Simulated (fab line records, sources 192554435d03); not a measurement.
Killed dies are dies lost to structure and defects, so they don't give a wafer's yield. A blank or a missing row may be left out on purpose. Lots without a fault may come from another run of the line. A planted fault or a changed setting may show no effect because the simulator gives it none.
Split-lot experiment | flow n5_finfet | 7 lots, 21 wafers read, on a route of 1938 steps

THE SPLIT
At N5_BEOL_M0_SAQP_CUT_ETCH_46 (etches SOC in N2/H2, target depth 135 nm, overetch 27 nm, time 202.5 s), the setting source_w was moved away from the recipe's 840 W on 8 of the 21 wafers read, by -12.9% to +16.3%. The other wafers ran this setting at the recipe's value.

The reading is taken at the split's own step.

THE READING
rf_vpp_V, in V, at N5_BEOL_M0_SAQP_CUT_ETCH_46 (etches SOC in N2/H2, target depth 135 nm, overetch 27 nm, time 202.5 s). Fault-free wafers of this fab line usually give 524 V, standard deviation 3.1 V.

wafer  | tool, chamber at the split | source_w as run, W | against the recipe | rf_vpp_V, V | against lot-mates on the recipe
L074.2 | rie_diel-02, 0             | 953.1              | +13.5%             | 506         | -22
L074.3 | rie_diel-02, 2             | 840                | recipe             | 526         | -
L074.6 | rie_diel-02, 1             | 840                | recipe             | 530         | -
L076.1 | rie_diel-01, 0             | 840                | recipe             | 526         | -
L076.4 | rie_diel-01, 2             | 840                | recipe             | 521         | -
L076.5 | rie_diel-01, 3             | 976.9              | +16.3%             | 496         | -28
L079.3 | rie_diel-02, 2             | 893.7              | +6.4%              | 514         | -14
L079.4 | rie_diel-02, 1             | 840                | recipe             | 530         | -
L079.5 | rie_diel-02, 2             | 840                | recipe             | 526         | -
L087.3 | rie_diel-01, 2             | 896                | +6.7%              | 510         | no lot-mate on the recipe
L087.4 | rie_diel-01, 0             | 896                | +6.7%              | 513         | no lot-mate on the recipe
L087.6 | rie_diel-01, 1             | 896                | +6.7%              | 516         | no lot-mate on the recipe
L092.4 | rie_diel-02, 3             | 840                | recipe             | 519         | -
L092.5 | rie_diel-02, 0             | 840                | recipe             | 526         | -
L092.6 | rie_diel-02, 1             | 840                | recipe             | 528         | -
L094.4 | rie_diel-01, 3             | 840                | recipe             | 521         | -
L094.5 | rie_diel-01, 1             | 840                | recipe             | 526         | -
L094.6 | rie_diel-01, 0             | 840                | recipe             | 526         | -
L097.3 | rie_diel-06, 0             | 731.6              | -12.9%             | 550         | +25
L097.5 | rie_diel-06, 0             | 840                | recipe             | 525         | -
L097.6 | rie_diel-06, 1             | 731.6              | -12.9%             | 546         | +21

THE FIT
A straight line over all 21 wafers: rf_vpp_V changes by -1.72 V for each +1% of source_w; r = -0.97; the points scatter about the line by 3 V.
The same after taking each lot's own level away (the mean of its wafers on the recipe; 18 wafers): -1.74 V for each +1%; r = -0.98; scatter 2.6 V.
On that fit, the largest move of source_w shifts the reading by 28 V.
The lots' own levels span 523.5 to 528.0 V, that is 1.5 times the standard deviation above.
So the lot-to-lot level changes the slope little: the two slopes agree.
Check: with one of the wafers moved furthest among these (+16.3%) left out of the fit, the line predicts -28.8 V for it against its lot-mates. It came out at -27.5 V against them.
Tool readings at the split's step, against how far the setting was moved: rf_vpp_V r = -0.97.

OTHER SPLITS ON THESE WAFERS
These wafers also went through other splits before the reading. Each is held against what the fit with the lots' levels taken away leaves over:
other split on the same wafers             | wafers away from the commonest value | r with rf_vpp_V (lot level and that fit taken away)
N5_SD_EPI_P_EPI_21 time_s                  | 3                                    | -0.15
N5_HKMG_FIN_ETCH_55 bias_w                 | 8                                    | -0.15
N5_MOL_CONTACT_COAG_COAT_103 spin_rpm      | 8                                    | -0.31
N5_MOL_CONTACT_COAG_CONTACT_ETCH_14 time_s | 5                                    | +0.01
N5_MOL_CONTACT_COAG_ETCH_110 bias_w        | 8                                    | -0.14
N5_BEOL_M0_SAQP_COAT_82 spin_rpm           | 10                                   | +0.20

THE FILE'S OWN FIT
rf_vpp_V changes by -1.72 V for each +1% of source_w, r = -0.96.
